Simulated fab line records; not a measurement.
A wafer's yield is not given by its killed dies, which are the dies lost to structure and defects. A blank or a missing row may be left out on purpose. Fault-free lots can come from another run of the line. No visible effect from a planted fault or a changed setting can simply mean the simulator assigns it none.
Matching of chambers    flow n5 finfet    N5_BEOL_M3_STRIP_19 on rie diel-04: 4 sister chambers
The step strips in O2. 20 wafers are shown with their chamber, then 10 later ones without.

WAFERS, EACH WITH ITS CHAMBER
wafer   chamber  showerhead plenum p Torr (Torr)  oes product au (a.u.)  throttle valve pct (%)
L075.1  1        2.17                             0.68                   16.87
L075.4  3        2.24                             0.87                   16.67
L075.6  0        1.98                             0.71                   16.82
L082.4  3        2.24                             0.87                   16.71
L082.5  2        2.07                             0.74                   16.58
L082.6  3        2.24                             0.87                   16.73
L085.2  3        2.24                             0.86                   16.73
L085.3  1        2.16                             0.67                   16.89
L085.5  1        2.16                             0.67                   16.89
L084.3  1        2.16                             0.66                   16.92
L084.4  3        2.24                             0.85                   16.74
L084.5  2        2.07                             0.73                   16.59
L086.1  1        2.16                             0.67                   16.90
L086.3  0        1.97                             0.69                   16.85
L086.5  1        2.16                             0.66                   16.90
L088.2  2        2.06                             0.73                   16.60
L088.4  3        2.23                             0.86                   16.76
L088.5  3        2.23                             0.85                   16.75
L087.1  2        2.06                             0.73                   16.61
L087.3  1        2.16                             0.67                   16.90

SIGNATURES, as means of the wafers listed above
reading                   chamber 0  chamber 1  chamber 2  chamber 3  scatter within a chamber
showerhead plenum p Torr  1.9750     2.1614     2.0650     2.2371     0.00486
oes product au            0.7000     0.6686     0.7325     0.8614     0.00809
throttle valve pct        16.8350    16.8957    16.5950    16.7271    0.0219
Rule: a wafer's distance from a chamber is the root of the sum, over the readings, of the square of ((its reading less the chamber's mean) divided by the reading's scatter). If the next closest chamber is less than 2 further off than the closest, the wafer can't be placed; otherwise it belongs to the closest. The scatter: the root of (the sum of the squares of (reading less its chamber's mean) over the shown wafers, divided by (wafers less chambers)).

WAFERS WITH NO CHAMBER GIVEN
wafer   showerhead plenum p Torr (Torr)  oes product au (a.u.)  throttle valve pct (%)
L087.6  1.97                             0.69                   16.83
L089.4  2.23                             0.84                   16.74
L089.5  2.06                             0.72                   16.57
L089.6  1.97                             0.68                   16.85
L091.3  2.23                             0.84                   16.76
L091.5  1.97                             0.68                   16.87
L091.6  2.23                             0.83                   16.76
L096.1  2.06                             0.71                   16.63
L096.2  2.16                             0.95                   16.43
L096.5  2.16                             0.95                   16.43

WHICH CHAMBER EACH ONE RAN IN
wafer    from the rows above   in truth
L087.6   0                     0
L089.4   3                     3
L089.5   2                     2
L089.6   0                     0
L091.3   3                     3
L091.5   0                     0
L091.6   3                     3
L096.1   2                     2
L096.2   3                     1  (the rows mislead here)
L096.5   3                     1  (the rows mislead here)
Placed correctly: 8 of 10. Left unplaced by these rows: 0. Number placed wrongly: 2.
